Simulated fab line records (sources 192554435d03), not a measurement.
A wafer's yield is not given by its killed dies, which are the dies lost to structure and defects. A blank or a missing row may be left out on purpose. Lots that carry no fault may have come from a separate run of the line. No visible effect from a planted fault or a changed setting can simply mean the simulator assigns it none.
fab line records -- flow n5-finfet
record: lots: 5, wafers: 15, last-day: 20
route steps=1938 shown SD_EPI_P@328 SD_ACTIVATION@330 ILD0@335 BEOL_M4@1111 PASSIVATION@1936
lots with no fault: from the same line, run without faults
start-h: hours from the record's opening day to when the first of the lot's shown wafers began -- wait-h: how many hours have passed since the lot's step before this one -- " repeats the value in the row above -- L1.1+2: a row that stands for several wafers -- - no value present, or no start provided -- * or withheld: withheld -- < > ~ a bound
route shown NAME@n: NAME is a module with steps in the file, n the number in the route of the first one -- usual: average and standard deviation across the fault-free wafers -- same: alike in all rows -- chamber/n: place in a boat -- sites: readings site by site -- _std_site: the standard deviation of these -- _edge_site: outer sites' mean less inner sites' -- radius-mm: how far each site lies from the wafer's centre -- mask NAME#n: copy n -- behind: the most recent tool/chamber to have shaped the wafer -- hold: the reason the lot was held/the length of the hold in hours/how it ended -- device: whichever transistor did not switch (one of n, p or np) -- end of line: at the end of the route, the tests of the same wafers -- step lacking rows: just its recipe -- killed: dies lost to structure and defects at the first sort, not the wafer's yield -- map: the dies of a wafer, with x for killed, . for not killed, _ for no die there
set.NAME: the setting that was run; set.NAME@STEP: the one run at that earlier step -- model.NAME: the simulator's own value behind a step, which no gauge read
lots seen at some steps along the route; tables by step, rows by wafer
services: from which hour (start-h, from the record's first day; less than 0 if before it) a tool's chamber was out of use, for how many hours, and why
== steps ==
step: N5_SD_EPI_P_SRD_25
recipe: time-s: 30, temp-c: 23, rinse-liquid: diw, dry: ipa-marangoni
step: N5_SD_ACTIVATION_RTA_00
recipe: temp-c: 975, time-s: 0, ambient: N2, idle-temp-c: 600, ramp-up-c-per-s: 150, ramp-down-c-per-s: 60, cool-to-c: 600
step: N5_SD_ACTIVATION_LSA_01
recipe: temp-c: 1080, time-s: 0.0008, ambient: N2
step: N5_ILD0_LINER_00
recipe: material: SiNx, target-thk-a: 40, temp-c: 400, ald-precursor-family: SiH2I2, ald-co-reactant: N2/H2-plasma, pulse-time-s: 1, purge-time-s: 2, co-reactant-purge-time-s: 2, ald-cycles: 80, pressure-torr: 2
step: N5_ILD0_FCVD_FILL_01
recipe: material: SiO2_flowable, target-thk-a: 2000, temp-c: 100, pressure-torr: 0.8, rf-w: 2000, time-s: 328.3
step: N5_ILD0_CURE_02
recipe: temp-c: 450, time-s: 1800, ambient: steam, idle-temp-c: 400, ramp-up-c-per-min: 5, ramp-down-c-per-min: 3, densification-p-h2o-torr: 640
step: N5_ILD0_CMP_03
recipe: stop-on: SiNx, t-overpolish-s: 1.9, post-cmp-clean: alkaline-brush, down-force-psi: 4.1491, platen-rpm: 51.796, pad-velocity-m-s: 1.0306, target-thk-nm: 197.38
step: N5_ILD0_CMP_07
recipe: stop-on: poly-Si, material: SiO2_flowable, t-overpolish-s: 1.18, post-cmp-clean: alkaline-brush, down-force-psi: 4.1491, platen-rpm: 51.796, pad-velocity-m-s: 1.0306, target-thk-nm: 138.88
usual: edge-zone-pressure-frac: 1.000/0.005, head-pressure-psi: 4.150/0.01, motor-current-A: 12.0/1.3, t-overpolish-s: 1.18/0
lot.wafer,tool,chamber,start-h,wait-h,edge-zone-pressure-frac,head-pressure-psi,motor-current-A,t-overpolish-s,model.SiNx_of_DUMMY_GATE_HM_DEP_06.thk-nm,model.SiO2_flowable_of_ILD0_FCVD_FILL_01.thk-nm,model.a-Si_of_DUMMY_GATE_CVD_03.thk-nm
L188.1,cmp-02,1,102.56,0.1,0.996,4.147,14.8,1.18,0,137.6,69.4
L188.4,cmp-02,2,102.56,0.1,0.991,4.152,11.4,1.18,0,138,67.8
L188.5,cmp-02,0,102.56,0.1,1.004,4.144,11.8,1.18,0,139.4,69.8
L198.2,cmp-04,1,159.24,0.0,-,-,-,-,76.8,195.8,72
L198.3,cmp-04,2,159.24,0.0,-,-,-,-,77.4,196.4,71.2
L198.4,cmp-04,3,159.24,0.0,-,-,-,-,76.4,197.2,70.4
L199.1,cmp-02,2,166.46,0.1,-,-,-,-,76.6,197.4,72.4
L199.6,cmp-02,3,166.46,0.1,-,-,-,-,76.6,198,72.8
L199.5,cmp-02,0,166.46,0.1,-,-,-,-,75.6,198,72.4
L200.1,cmp-02,1,169.73,0.1,-,-,-,-,76.4,198.6,72.2
L200.3,cmp-02,2,169.73,0.1,-,-,-,-,77,199.2,72.2
L200.6,cmp-02,0,169.73,0.1,-,-,-,-,76.8,197.6,72.2
L205.3,cmp-04,3,219.14,0.1,1.004,4.159,12.2,1.18,0,138.2,67.4
L205.4,cmp-04,1,219.14,0.1,0.996,4.150,13.7,1.18,0,138.2,68
L205.6,cmp-04,2,219.14,0.1,0.999,4.146,10.9,1.18,0,139.4,68.8
step: N5_ILD0_THK_MEAS_08
usual: thk-nm: 139.2/0.97
lot.wafer,tool,chamber,start-h,wait-h,thk-nm
L188.1,film-metro-01,-,102.82,-,137.5
L188.4,film-metro-01,-,102.82,-,137.6
L188.5,film-metro-01,-,102.82,-,139.5
L198.2,film-metro-02,-,159.54,0.3,195.7
L198.3,film-metro-02,-,159.54,0.3,196.4
L198.4,film-metro-02,-,159.54,0.3,197.4
L199.1,film-metro-01,-,166.64,0.1,197.4
L199.5,film-metro-01,-,166.64,0.1,198.1
L199.6,film-metro-01,-,166.64,0.1,198.1
L200.1,film-metro-02,-,169.95,0.2,198.7
L200.3,film-metro-02,-,169.95,0.2,199.1
L200.6,film-metro-02,-,169.95,0.2,197.6
L205.3,film-metro-01,-,219.39,-,138.1
L205.4,film-metro-01,-,219.39,-,138.1
L205.6,film-metro-01,-,219.39,-,139.3
step: N5_ILD0_PRECLEAN_10
recipe: chemistry: NF3:NH3, afs-cycles: 5, time-s: 20, temp-c: 30, sublimation-temp-c: 180, sublimation-time-s: 60, pressure-torr: 3, rf-power-w: 30
usual: rf-power-w: 30.03/0.095
same: sublimation-time-s: 60
lot.wafer,tool,chamber,start-h,wait-h,rf-power-w,model.SiO2_flowable_of_ILD0_FCVD_FILL_01.thk-nm
L188.1,remote-plasma-01,0,102.86,0.0,30.27,119
L188.4,remote-plasma-01,0,102.86,0.0,30.21,119.4
L188.5,remote-plasma-01,0,102.86,0.0,30.14,120.6
L198.2,remote-plasma-02,0,159.68,0.1,29.94,169.4
L198.3,remote-plasma-02,0,159.68,0.1,30.08,170
L198.4,remote-plasma-02,0,159.68,0.1,29.88,170.6
L199.1,remote-plasma-01,0,166.68,0.0,29.92,170.8
L199.5,remote-plasma-01,0,166.68,0.0,29.94,171.4
L199.6,remote-plasma-01,0,166.68,0.0,30.02,171.4
L200.1,remote-plasma-02,0,169.98,0.0,30.10,172
L200.3,remote-plasma-02,0,169.98,0.0,29.93,172.4
L200.6,remote-plasma-02,0,169.98,0.0,30.08,171
L205.3,remote-plasma-02,0,219.65,0.3,30.03,119.6
L205.4,remote-plasma-02,0,219.65,0.3,29.92,119.6
L205.6,remote-plasma-02,0,219.65,0.3,30.03,120.6
step: N5_ILD0_ALD_15
recipe: material: SiNx, target-thk-a: 240, temp-c: 400, ald-precursor-family: SiH2I2, ald-co-reactant: N2/H2-plasma, pulse-time-s: 1, ald-cycles: 480, purge-time-s: 2, co-reactant-purge-time-s: 2, pressure-torr: 2
step: N5_ILD0_CMP_12
recipe: stop-on: poly-Si, material: SiNx, t-overpolish-s: 6, post-cmp-clean: alkaline-brush, down-force-psi: 2.5, platen-rpm: 51.8, pad-velocity-m-s: 1.0307, target-thk-nm: 17.67
usual: edge-zone-pressure-frac: 1.000/0.005, head-pressure-psi: 2.500/0.005, motor-current-A: 8.9/1
lot.wafer,tool,chamber,start-h,wait-h,edge-zone-pressure-frac,head-pressure-psi,motor-current-A,model.a-Si_of_DUMMY_GATE_CVD_03.thk-nm
L188.1,cmp-04,1,105.78,1.2,1.001,2.502,10.4,68.8
L188.4,cmp-04,2,105.78,1.2,1.000,2.496,8.4,67.2
L188.5,cmp-04,0,105.78,1.2,0.994,2.503,7.1,69
L198.2,cmp-02,2,162.58,1.2,1.003,2.493,8.7,71.4
L198.3,cmp-02,3,162.58,1.2,1.004,2.500,9.7,70.4
L198.4,cmp-02,0,162.58,1.2,1.001,2.506,8.4,69.8
L199.1,cmp-04,3,169.64,1.2,1.003,2.498,8.6,71.8
L199.6,cmp-04,1,169.64,1.2,1.008,2.501,10.0,72.2
L199.5,cmp-04,2,169.64,1.2,0.999,2.502,8.0,71.6
L200.1,cmp-02,1,172.94,1.2,1.000,2.499,10.1,71.4
L200.3,cmp-02,2,172.94,1.2,1.002,2.501,9.0,71.6
L200.6,cmp-02,0,172.94,1.2,1.003,2.494,8.4,71.4
L205.4,cmp-04,1,222.45,1.2,1.002,2.503,9.9,67.2
L205.3,cmp-04,2,222.45,1.2,1.001,2.503,8.0,66.6
L205.6,cmp-04,0,222.45,1.2,1.000,2.499,7.2,68.2
step: N5_BEOL_M4_RC_MEAS_101
usual: DIBL_N: 36.6/1.1, DIBL_P: 36.8/1.6, IOFF_N: 0.169/0.024, IOFF_P: 0.206/0.028, ION_N: 679/9.2, ION_P: 462/7, SS_N: 71.6/0.57, SS_P: 73.3/0.57, VT_N: 248.8/2.4, VT_P: -251/3
lot.wafer,tool,chamber,start-h,wait-h,DIBL_N[mV/V],DIBL_P[mV/V],IOFF_N[nA/um],IOFF_P[nA/um],ION_N[uA/um],ION_P[uA/um],SS_N[mV/dec],SS_P[mV/dec],VT_N[mV],VT_P[mV]
L188.1,prober-01,0,233.44,0.0,37.9,38.0,0.196,0.239,686,467,71.7,73.5,245.9,-249
L188.4,prober-01,0,233.44,0.0,39.0,39.8,0.228,0.266,700,476,72.4,74.6,245.5,-249
L188.5,prober-01,0,233.44,0.0,37.3,38.7,0.184,0.236,672,463,71.7,73.2,248.7,-246
L205.3,prober-02,0,349.34,0.3,36.7,38.0,0.161,0.190,692,461,71.1,73.1,252.2,-254
L205.4,prober-02,0,349.34,0.3,35.4,36.6,0.131,0.168,671,458,71.0,72.6,254.1,-255
L205.6,prober-02,0,349.34,0.3,37.7,39.6,0.175,0.218,678,462,72.5,73.6,247.5,-250
step: N5_PASSIVATION_PROBE_49
usual: killed_at_M0_to_M3: 36/11, killed_at_M4_up: 14/5.6, killed-at-contacts: 11/5.6, killed-at-front-end: 40/12, killed-at-other: 4/3.2, killed-dies: 105/17, killed-on-rim: 14/3.4, killed-open: 69/12, killed-short: 34/8.4
same: gross-dies: 1180, killed-at-back-side: 0
lot.wafer,tool,chamber,start-h,wait-h,killed_at_M0_to_M3,killed_at_M4_up,killed-at-contacts,killed-at-front-end,killed-at-other,killed-dies,killed-on-rim,killed-open,killed-short
L188.1,prober-01,-,339.77,0.0,19,20,9,52,0,100,9,62,37
L188.4,prober-01,-,339.92,0.2,29,25,5,73,0,132,15,81,45
L188.5,prober-01,-,339.97,0.2,20,14,10,73,1,118,7,62,52
L198.2,prober-02,-,409.90,0.1,39,18,8,1111,4,1180,152,91,28
L198.3,prober-02,-,409.95,0.1,33,23,12,1109,3,1180,152,76,40
L198.4,prober-02,-,410.00,0.2,26,18,16,1116,4,1180,152,76,25
L200.1,prober-01,-,412.49,0.0,54,16,10,1093,7,1180,152,74,35
L200.3,prober-01,-,412.59,0.1,36,18,9,1112,5,1180,152,65,34
L200.6,prober-01,-,412.74,0.3,49,11,13,1107,0,1180,152,80,46
L199.1,prober-01,-,414.45,0.0,42,23,12,1096,7,1180,152,78,35
L199.5,prober-01,-,414.65,0.2,37,15,12,1115,1,1180,152,66,28
L199.6,prober-01,-,414.70,0.3,29,21,19,1108,3,1180,152,74,31
L205.3,prober-01,-,468.58,0.1,40,18,9,31,2,100,15,75,21
L205.4,prober-01,-,468.63,0.2,64,15,4,25,4,112,13,68,42
L205.6,prober-01,-,468.73,0.3,71,16,16,41,9,153,20,108,45
killed by level:class
L188.1 FIN_SAQP:geometric-particle:short=12 BEOL_M4:geometric-particle:open=12 FIN_SAQP:geometric-particle:open=8 MOL_CONTACT_COAG:geometric-particle:open=6 BEOL_M1:geometric-particle:open=6 DUMMY_GATE:geometric-particle:open=5 BEOL_M0_SAQP:geometric-particle:open=5 STI_FIN_REVEAL:geometric-particle:open=4
L188.4 FIN_SAQP:geometric-particle:short=15 BEOL_M4:geometric-particle:open=14 STI_FIN_REVEAL:geometric-particle:open=12 FIN_SAQP:geometric-particle:open=11 GATE_CUT:geometric-particle:short=9 BEOL_M0_SAQP:geometric-particle:open=8 DUMMY_GATE:geometric-particle:open=7 BEOL_M0_SAQP:geometric-particle:short=6
L188.5 FIN_SAQP:geometric-particle:short=22 STI_FIN_REVEAL:geometric-particle:open=19 FIN_SAQP:geometric-particle:open=10 MOL_CONTACT_COAG:geometric-particle:open=7 BEOL_M0_SAQP:geometric-particle:short=5 BEOL_M4:geometric-particle:short=4 STARTING-WAFER:geometric-particle:short=4 BEOL_M1:geometric-particle:open=4
L198.2 ILD0:area-cmp=1061 STI_FIN_REVEAL:geometric-particle:open=23 BEOL_M3:geometric-particle:open=17 FIN_SAQP:geometric-particle:short=8 FIN_SAQP:geometric-particle:open=7 MOL_CONTACT_COAG:geometric-particle:open=7 BEOL_M4:geometric-particle:open=6 BEOL_M2:geometric-particle:open=5
L198.3 ILD0:area-cmp=1064 BEOL_M2:geometric-particle:open=12 MOL_CONTACT_COAG:geometric-particle:open=9 BEOL_M4:geometric-particle:open=9 DUMMY_GATE:geometric-particle:open=8 FIN_SAQP:geometric-particle:short=6 GATE_CUT:geometric-particle:open=6 GATE_CUT:geometric-particle:short=6
L198.4 ILD0:area-cmp=1079 MOL_CONTACT_COAG:geometric-particle:open=15 STI_FIN_REVEAL:geometric-particle:open=13 BEOL_M2:geometric-particle:open=9 BEOL_M4:geometric-particle:open=9 GATE_CUT:geometric-particle:open=8 BEOL_M0_SAQP:geometric-particle:open=5 GATE_CUT:geometric-particle:short=4
L200.1 ILD0:area-cmp=1069 BEOL_M0_SAQP:geometric-particle:open=13 BEOL_M1:geometric-particle:open=11 BEOL_M3:geometric-particle:open=8 FIN_SAQP:geometric-particle:open=7 BEOL_M0_SAQP:geometric-particle:short=7 MOL_CONTACT_COAG:geometric-particle:open=7 BEOL_M4:geometric-particle:open=7
L200.3 ILD0:area-cmp=1078 FIN_SAQP:geometric-particle:short=12 MOL_CONTACT_COAG:geometric-particle:open=9 BEOL_M2:geometric-particle:open=9 FIN_SAQP:geometric-particle:open=8 BEOL_M0_SAQP:geometric-particle:short=7 BEOL_M0_SAQP:geometric-particle:open=7 BEOL_M3:geometric-particle:open=5
L200.6 ILD0:area-cmp=1053 BEOL_M0_SAQP:geometric-particle:short=20 FIN_SAQP:geometric-particle:open=15 BEOL_M0_SAQP:geometric-particle:open=14 MOL_CONTACT_COAG:geometric-particle:open=11 FIN_SAQP:geometric-particle:short=10 STI_FIN_REVEAL:geometric-particle:open=7 BEOL_M1:geometric-particle:open=5
L199.1 ILD0:area-cmp=1066 BEOL_M4:geometric-particle:open=12 MOL_CONTACT_COAG:geometric-particle:open=11 BEOL_M0_SAQP:geometric-particle:open=11 BEOL_M0_SAQP:geometric-particle:short=10 FIN_SAQP:geometric-particle:open=9 FIN_SAQP:geometric-particle:short=8 BEOL_M3:geometric-particle:open=6
L199.5 ILD0:area-cmp=1084 BEOL_M0_SAQP:geometric-particle:open=12 BEOL_M0_SAQP:geometric-particle:short=12 STI_FIN_REVEAL:geometric-particle:open=9 MOL_CONTACT_COAG:geometric-particle:open=9 DUMMY_GATE:geometric-particle:open=8 BEOL_M1:geometric-particle:open=5 BEOL_M2:geometric-particle:open=4
L199.6 ILD0:area-cmp=1075 MOL_CONTACT_COAG:geometric-particle:open=14 BEOL_M4:geometric-particle:open=14 FIN_SAQP:geometric-particle:open=10 BEOL_M0_SAQP:geometric-particle:open=7 MOL_CONTACT_COAG:geometric-particle:short=5 BEOL_M0_SAQP:geometric-particle:short=5 DUMMY_GATE:geometric-particle:open=4
L205.3 BEOL_M0_SAQP:geometric-particle:open=11 FIN_SAQP:geometric-particle:open=8 MOL_CONTACT_COAG:geometric-particle:open=8 BEOL_M2:geometric-particle:open=8 BEOL_M4:geometric-particle:open=7 BEOL_M0_SAQP:geometric-particle:short=5 BEOL_M3:geometric-particle:open=5 BEOL_M8:geometric-particle:open=5
L205.4 BEOL_M0_SAQP:geometric-particle:short=15 BEOL_M2:geometric-particle:open=12 BEOL_M0_SAQP:geometric-particle:open=9 BEOL_M3:geometric-particle:open=8 STI_FIN_REVEAL:geometric-particle:open=5 BEOL_M1:geometric-particle:open=5 BEOL_M4:geometric-particle:open=5 FIN_SAQP:geometric-particle:open=4
L205.6 BEOL_M2:geometric-particle:open=15 MOL_CONTACT_COAG:geometric-particle:open=14 BEOL_M3:geometric-particle:open=14 BEOL_M0_SAQP:geometric-particle:short=12 BEOL_M0_SAQP:geometric-particle:open=11 FIN_SAQP:geometric-particle:open=9 BEOL_M1:geometric-particle:open=9 FIN_SAQP:geometric-particle:short=6
map L198.2 (x killed, . not)
_________________xxxxxxxxxxxx________________
______________xxxxxxxxxxxxxxxxxx_____________
___________xxxxxxxxxxxxxxxxxxxxxxxx__________
__________xxxxxxxxxxxxxxxxxxxxxxxxxx_________
________xxxxxxxxxxxxxxxxxxxxxxxxxxxxxx_______
_______xxxxxxxxxxxxxxxxxxxxxxxxxxxxxxxx______
______xxxxxxxxxxxxxxxxxxxxxxxxxxxxxxxxxx_____
_____xxxxxxxxxxxxxxxxxxxxxxxxxxxxxxxxxxxx____
____xxxxxxxxxxxxxxxxxxxxxxxxxxxxxxxxxxxxxx___
___xxxxxxxxxxxxxxxxxxxxxxxxxxxxxxxxxxxxxxxx__
___xxxxxxxxxxxxxxxxxxxxxxxxxxxxxxxxxxxxxxxx__
__xxxxxxxxxxxxxxxxxxxxxxxxxxxxxxxxxxxxxxxxxx_
__xxxxxxxxxxxxxxxxxxxxxxxxxxxxxxxxxxxxxxxxxx_
_xxxxxxxxxxxxxxxxxxxxxxxxxxxxxxxxxxxxxxxxxxxx
_xxxxxxxxxxxxxxxxxxxxxxxxxxxxxxxxxxxxxxxxxxxx
_xxxxxxxxxxxxxxxxxxxxxxxxxxxxxxxxxxxxxxxxxxxx
_xxxxxxxxxxxxxxxxxxxxxxxxxxxxxxxxxxxxxxxxxxxx
_xxxxxxxxxxxxxxxxxxxxxxxxxxxxxxxxxxxxxxxxxxxx
_xxxxxxxxxxxxxxxxxxxxxxxxxxxxxxxxxxxxxxxxxxxx
_xxxxxxxxxxxxxxxxxxxxxxxxxxxxxxxxxxxxxxxxxxxx
_xxxxxxxxxxxxxxxxxxxxxxxxxxxxxxxxxxxxxxxxxxxx
__xxxxxxxxxxxxxxxxxxxxxxxxxxxxxxxxxxxxxxxxxx_
__xxxxxxxxxxxxxxxxxxxxxxxxxxxxxxxxxxxxxxxxxx_
___xxxxxxxxxxxxxxxxxxxxxxxxxxxxxxxxxxxxxxxx__
___xxxxxxxxxxxxxxxxxxxxxxxxxxxxxxxxxxxxxxxx__
____xxxxxxxxxxxxxxxxxxxxxxxxxxxxxxxxxxxxxx___
_____xxxxxxxxxxxxxxxxxxxxxxxxxxxxxxxxxxxx____
______xxxxxxxxxxxxxxxxxxxxxxxxxxxxxxxxxx_____
_______xxxxxxxxxxxxxxxxxxxxxxxxxxxxxxxx______
________xxxxxxxxxxxxxxxxxxxxxxxxxxxxxx_______
__________xxxxxxxxxxxxxxxxxxxxxxxxxx_________
___________xxxxxxxxxxxxxxxxxxxxxxxx__________
______________xxxxxxxxxxxxxxxxxx_____________
_________________xxxxxxxxxxxx________________
map L199.1 (x killed, . not)
_________________xxxxxxxxxxxx________________
______________xxxxxxxxxxxxxxxxxx_____________
___________xxxxxxxxxxxxxxxxxxxxxxxx__________
__________xxxxxxxxxxxxxxxxxxxxxxxxxx_________
________xxxxxxxxxxxxxxxxxxxxxxxxxxxxxx_______
_______xxxxxxxxxxxxxxxxxxxxxxxxxxxxxxxx______
______xxxxxxxxxxxxxxxxxxxxxxxxxxxxxxxxxx_____
_____xxxxxxxxxxxxxxxxxxxxxxxxxxxxxxxxxxxx____
____xxxxxxxxxxxxxxxxxxxxxxxxxxxxxxxxxxxxxx___
___xxxxxxxxxxxxxxxxxxxxxxxxxxxxxxxxxxxxxxxx__
___xxxxxxxxxxxxxxxxxxxxxxxxxxxxxxxxxxxxxxxx__
__xxxxxxxxxxxxxxxxxxxxxxxxxxxxxxxxxxxxxxxxxx_
__xxxxxxxxxxxxxxxxxxxxxxxxxxxxxxxxxxxxxxxxxx_
_xxxxxxxxxxxxxxxxxxxxxxxxxxxxxxxxxxxxxxxxxxxx
_xxxxxxxxxxxxxxxxxxxxxxxxxxxxxxxxxxxxxxxxxxxx
_xxxxxxxxxxxxxxxxxxxxxxxxxxxxxxxxxxxxxxxxxxxx
_xxxxxxxxxxxxxxxxxxxxxxxxxxxxxxxxxxxxxxxxxxxx
_xxxxxxxxxxxxxxxxxxxxxxxxxxxxxxxxxxxxxxxxxxxx
_xxxxxxxxxxxxxxxxxxxxxxxxxxxxxxxxxxxxxxxxxxxx
_xxxxxxxxxxxxxxxxxxxxxxxxxxxxxxxxxxxxxxxxxxxx
_xxxxxxxxxxxxxxxxxxxxxxxxxxxxxxxxxxxxxxxxxxxx
__xxxxxxxxxxxxxxxxxxxxxxxxxxxxxxxxxxxxxxxxxx_
__xxxxxxxxxxxxxxxxxxxxxxxxxxxxxxxxxxxxxxxxxx_
___xxxxxxxxxxxxxxxxxxxxxxxxxxxxxxxxxxxxxxxx__
___xxxxxxxxxxxxxxxxxxxxxxxxxxxxxxxxxxxxxxxx__
____xxxxxxxxxxxxxxxxxxxxxxxxxxxxxxxxxxxxxx___
_____xxxxxxxxxxxxxxxxxxxxxxxxxxxxxxxxxxxx____
______xxxxxxxxxxxxxxxxxxxxxxxxxxxxxxxxxx_____
_______xxxxxxxxxxxxxxxxxxxxxxxxxxxxxxxx______
________xxxxxxxxxxxxxxxxxxxxxxxxxxxxxx_______
__________xxxxxxxxxxxxxxxxxxxxxxxxxx_________
___________xxxxxxxxxxxxxxxxxxxxxxxx__________
______________xxxxxxxxxxxxxxxxxx_____________
_________________xxxxxxxxxxxx________________
== services ==
tool,chamber,start-h,hours,kind
cmp-04,-,139.07,3.9,pm
remote-plasma-01,-,142.95,1.3,repair
cmp-04,-,148.99,0.9,repair
cmp-02,-,167.59,0.3,repair
remote-plasma-02,-,193.30,0.3,repair
cmp-04,-,216.84,2.2,repair
== key ==
first-sign: step: N5_ILD0_CMP_07, reading: tool-record, direction: missing
effect: step: N5_ILD0_THK_MEAS_08, reading: thk-nm, direction: up, sigmas: 60, usual: *, struck: *
effect: step: N5_PASSIVATION_PROBE_49, reading: killed-at-front-end, direction: up, sigmas: 89, usual: 40, struck: 1107
model-effect: step: N5_ILD0_CMP_07, value: SiNx_of_DUMMY_GATE_HM_DEP_06.thk-nm, without: 0, struck: 76.62
model-effect: step: N5_ILD0_PRECLEAN_10, value: SiO2_flowable_of_ILD0_FCVD_FILL_01.thk-nm, without: 120.4, struck: 171
model-effect: step: N5_ILD0_CMP_12, value: a-Si_of_DUMMY_GATE_CVD_03.thk-nm, without: 68.27, struck: 71.29
more-kills-born-at: N5_ILD0_CMP_07@cmp-02: 6419, N5_ILD0_CMP_07@cmp-04: 3201
met-at N5_ILD0_CMP_07
struck-wafers L198.2,L198.3,L198.4,L199.1,L199.5,L199.6,L200.1,L200.3,L200.6
later-rows-left-out L198.2,L198.3,L198.4,L199.1,L199.5,L199.6,L200.1,L200.3,L200.6
tester-left-out L198,L199,L200
onset-between 102.56 159.24
fault: kind: skipped-step-whole, tool: cmp-02,cmp-04, chamber: -, onset-h: 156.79, steps: N5_ILD0_CMP_07, scope: struck-lots-only
tester-left-out: of these lots the tester's yield and bins aren't shown, on N5 and GAA mostly nor the transistor test; their killed dies are dies lost to structure and defects alone, not to doping, threshold or leakage, so they don't give the yield
later-rows-left-out: the simulator's readings of these wafers behind a module that went badly wrong aren't trusted and aren't shown, but for the sort
